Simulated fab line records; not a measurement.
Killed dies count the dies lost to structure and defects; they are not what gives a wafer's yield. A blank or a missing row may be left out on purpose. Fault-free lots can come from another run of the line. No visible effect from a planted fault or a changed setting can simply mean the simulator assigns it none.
Which of the tools did it? + flow n5-finfet + 30 wafers from 10 lots sampled at 6 of the route's 1938 steps

== WHAT THE GAUGES SHOWED, per wafer ==
N5_BEOL_M15_CD_MEAS_10: target cd 360 nm. Usual: cd-nm 359.8 nm, standard deviation 1.2.
| lot  | measured     | on        | cd-nm (nm)        | flag |
|------|--------------|-----------|-------------------|------|
| L368 | day 11 05:38 | cd-sem-01 | 358.5 358.8 358.7 |      |
| L372 | day 11 20:29 | cd-sem-02 | 359.5 358.0 359.2 |      |
| L374 | day 12 07:13 | cd-sem-02 | 361.1 359.3 360.2 |      |
| L376 | day 12 13:48 | cd-sem-03 | 361.4 360.1 359.9 |      |
| L380 | day 13 20:50 | cd-sem-02 | 359.9 360.8 360.4 |      |
| L381 | day 14 03:54 | cd-sem-02 | 360.5 360.7 360.7 |      |
| L383 | day 15 00:14 | cd-sem-02 | 359.2 359.4 357.9 |      |
| L388 | day 16 09:44 | cd-sem-02 | 379.0 379.8 379.5 | OFF  |
| L389 | day 17 03:17 | cd-sem-01 | 359.9 359.7 358.5 |      |
| L390 | day 17 19:36 | cd-sem-02 | 370.9 370.8 369.6 | OFF  |

N5_BEOL_M15_OVL_MEAS_11. Usual: V14_OVL gives -3 nm (standard deviation 5.8).
| lot  | measured     | on         | V14_OVL (nm) | flag |
|------|--------------|------------|--------------|------|
| L368 | day 11 05:40 | overlay-02 | 3 6 0        |      |
| L372 | day 11 20:31 | overlay-01 | 0 -7 2       |      |
| L374 | day 12 07:15 | overlay-01 | 11 1 -1      |      |
| L376 | day 12 13:49 | overlay-01 | 2 -1 -3      |      |
| L380 | day 13 20:52 | overlay-02 | -6 0 0       |      |
| L381 | day 14 03:56 | overlay-01 | -7 -1 -8     |      |
| L383 | day 15 00:16 | overlay-02 | -9 -12 -4    |      |
| L388 | day 16 09:46 | overlay-02 | -7 -1 -5     |      |
| L389 | day 17 03:19 | overlay-01 | -3 -3 -7     |      |
| L390 | day 17 19:38 | overlay-01 | 3 1 6        |      |

N5_BEOL_M15_INSPECT_12: inspects for defects (macro). Usual: raw-defect-count 1.9, standard deviation 1.4.
| lot  | measured     | on                | raw-defect-count | flag |
|------|--------------|-------------------|------------------|------|
| L368 | day 11 05:42 | defect-inspect-01 | 4 2 0            |      |
| L372 | day 11 20:32 | defect-inspect-02 | 3 0 4            |      |
| L374 | day 12 07:16 | defect-inspect-02 | 0 1 0            |      |
| L376 | day 12 13:51 | defect-inspect-02 | 1 2 2            |      |
| L380 | day 13 20:53 | defect-inspect-01 | 1 1 1            |      |
| L381 | day 14 03:58 | defect-inspect-01 | 0 2 3            |      |
| L383 | day 15 00:17 | defect-inspect-01 | 1 5 1            |      |
| L388 | day 16 09:47 | defect-inspect-02 | 2 1 1            |      |
| L389 | day 17 03:20 | defect-inspect-01 | 0 2 2            |      |
| L390 | day 17 19:40 | defect-inspect-02 | 3 1 2            |      |

N5_BEOL_M15_CD_MEAS_17: target cd 360 nm. Usual: cd-nm 360.9 nm, standard deviation 1.5.
| lot  | measured     | on        | cd-nm (nm)        | flag |
|------|--------------|-----------|-------------------|------|
| L368 | day 11 06:14 | cd-sem-03 | 359.1 359.4 358.8 |      |
| L372 | day 11 21:04 | cd-sem-02 | 358.9 359.1 360.4 |      |
| L374 | day 12 07:49 | cd-sem-02 | 359.8 357.8 359.4 |      |
| L376 | day 12 14:23 | cd-sem-03 | 361.6 359.2 359.3 |      |
| L380 | day 13 21:25 | cd-sem-02 | 362.1 363.0 361.9 |      |
| L381 | day 14 04:29 | cd-sem-02 | 361.5 361.3 363.2 |      |
| L383 | day 15 00:50 | cd-sem-01 | 361.3 361.1 359.1 |      |
| L388 | day 16 10:22 | cd-sem-01 | 380.1 379.3 380.9 | OFF  |
| L389 | day 17 03:52 | cd-sem-02 | 362.1 360.6 360.4 |      |
| L390 | day 17 20:11 | cd-sem-03 | 372.1 372.1 370.6 | OFF  |

== WHAT TOOL EACH LOT RAN ON (gives the tool, then ch and the chambers of the sampled wafers, and finally the start) ==
| lot  | N5_BEOL_M14_ETCH_67                | N5_BEOL_M15_EXPOSE_07             |
|------|------------------------------------|-----------------------------------|
| L368 | rie-diel-03 ch 0,1,2, day 11 00:29 | krf-scanner-02 ch 0, day 11 05:29 |
| L372 | rie-diel-03 ch 0,1,2, day 11 14:54 | krf-scanner-01 ch 0, day 11 20:19 |
| L374 | rie-diel-03 ch 1,3, day 12 02:52   | krf-scanner-02 ch 0, day 12 07:03 |
| L376 | rie-diel-03 ch 0,1,2, day 12 10:02 | krf-scanner-02 ch 0, day 12 13:38 |
| L380 | rie-diel-03 ch 0,2,3, day 13 17:44 | krf-scanner-02 ch 0, day 13 20:40 |
| L381 | rie-diel-03 ch 0,3, day 13 21:54   | krf-scanner-01 ch 0, day 14 03:44 |
| L383 | rie-diel-02 ch 2,3, day 14 20:14   | krf-scanner-01 ch 0, day 15 00:04 |
| L388 | rie-diel-02 ch 0,2, day 16 04:58   | krf-scanner-02 ch 0, day 16 09:34 |
| L389 | rie-diel-03 ch 0,3, day 16 17:19   | krf-scanner-01 ch 0, day 17 03:07 |
| L390 | rie-diel-03 ch 0,3, day 17 12:16   | krf-scanner-02 ch 0, day 17 19:26 |
- N5_BEOL_M14_ETCH_67: etches SiARC in CF4, target depth 143 nm, time 238.3 s.
- N5_BEOL_M15_EXPOSE_07: exposes mask V14.

== AS READ BY THE TOOLS THEMSELVES (means over the sampled wafers that have a number; for cases with no such wafer, the mark the record gives instead) ==
N5_BEOL_M14_ETCH_67. Usual: for bias-w, 35.98 W with a standard deviation of 0.1; for drypump-motor-current-A, 6.0 A with a standard deviation of 0.39; for etch-rf-on-time-s, 237 s with a standard deviation of 3; for oes-product-au, 0.70 a.u. with a standard deviation of 0.072; for rf-vpp-V, 183.9 V with a standard deviation of 1.2; for showerhead-plenum-p-Torr, 2.14 Torr with a standard deviation of 0.063; for throttle-valve-pct, 15.43 % with a standard deviation of 0.23.
| lot  | tool        | bias-w (W) | drypump-motor-current-A (A) | etch-rf-on-time-s (s) | oes-product-au (a.u.) | rf-vpp-V (V) | showerhead-plenum-p-Torr (Torr) | throttle-valve-pct (%) | flag |
|------|-------------|------------|-----------------------------|-----------------------|-----------------------|--------------|---------------------------------|------------------------|------|
| L368 | rie-diel-03 | 36.01      | 6.2                         | 236                   | 0.65                  | 183.6        | 2.11                            | 15.45                  |      |
| L372 | rie-diel-03 | 36.05      | 6.2                         | 238                   | 0.65                  | 182.8        | 2.11                            | 15.45                  |      |
| L374 | rie-diel-03 | 35.95      | 6.0                         | 235                   | 0.66                  | 182.8        | 2.16                            | 15.60                  |      |
| L376 | rie-diel-03 | 36.01      | 6.2                         | 237                   | 0.65                  | 183.5        | 2.10                            | 15.47                  |      |
| L380 | rie-diel-03 | 35.97      | 6.3                         | 237                   | 0.70                  | 183.8        | 2.07                            | 15.44                  |      |
| L381 | rie-diel-03 | 35.91      | 6.3                         | 238                   | 0.75                  | 183.0        | 2.09                            | 15.27                  |      |
| L383 | rie-diel-02 | 36.07      | 5.7                         | 239                   | 0.70                  | 184.1        | 2.16                            | 15.80                  |      |
| L388 | rie-diel-02 | 35.84      | 5.5                         | 236                   | 0.66                  | 184.2        | 2.14                            | 15.51                  |      |
| L389 | rie-diel-03 | 36.07      | 6.3                         | 237                   | 0.72                  | 182.8        | 2.08                            | 15.33                  |      |
| L390 | rie-diel-03 | 35.91      | 6.3                         | 238                   | 0.72                  | 183.4        | 2.09                            | 15.47                  |      |

N5_BEOL_M15_EXPOSE_07. Usual: exposure-dose-mJ-cm2 41.22, standard deviation 0.041; stage-vel-mm-s 500.05 mm/s, standard deviation 0.24.
| lot  | tool           | exposure-dose-mJ-cm2 | stage-vel-mm-s (mm/s) | flag |
|------|----------------|----------------------|-----------------------|------|
| L368 | krf-scanner-02 | 41.18                | 499.91                |      |
| L372 | krf-scanner-01 | 41.23                | 500.10                |      |
| L374 | krf-scanner-02 | 41.26                | 499.76                |      |
| L376 | krf-scanner-02 | 41.28                | 500.13                |      |
| L380 | krf-scanner-02 | 41.21                | 500.02                |      |
| L381 | krf-scanner-01 | 41.16                | 500.26                |      |
| L383 | krf-scanner-01 | 41.20                | 500.19                |      |
| L388 | krf-scanner-02 | 46.41                | 499.88                | OFF  |
| L389 | krf-scanner-01 | 41.19                | 500.28                |      |
| L390 | krf-scanner-02 | 43.88                | 499.88                | OFF  |

== THE ANSWER, worked out from the rows above alone ==
Rule: a lot is off if the mean of its wafers that have a number lies more than 3 standard deviations from the usual mean. A lot without any number at a reading at which 4 lots or more have one is off too. Where the step has rows for the other lots, those lots are counted as sound. Order of review: gauges by route order, followed by the tools' own readings, for which a lot's mean as printed above is used. The first step at which some lot is off is used, and at that step the reading that is off furthest; a lot without a number counts as furthest.
Off, at N5_BEOL_M15_CD_MEAS_10 on cd-nm: L388, L390.
If a tool, at a process step before that reading, ran all the lots that are off and no sound lot after the first of them, it fits. Not tried: the gauges at N5_BEOL_M15_CD_MEAS_10; whatever is off there is also off at N5_BEOL_M15_CD_MEAS_17, on other tools, and gauge error can't account for it. One candidate fits, namely krf-scanner-02 at N5_BEOL_M15_EXPOSE_07. A fault onset in the window from L380 (day 13 20:40, its last sound lot) to L388 (day 16 09:34, its first lot off) fits.
The tool's own readings at N5_BEOL_M15_EXPOSE_07 bear it out: on the lots that are off they differ by more than 5 times the standard deviation of the sound lots' means. exposure-dose-mJ-cm2 reads 45.14 there against 41.21 on the sound lots.

== WHAT THE SIMULATOR HAD INSERTED ==
Drift in process parameters on krf-scanner-02 at N5_BEOL_M15_EXPOSE_07, starting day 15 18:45. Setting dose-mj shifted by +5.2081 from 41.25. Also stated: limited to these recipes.
Lots struck among those shown: L388, L390. The same result came from the rule above.
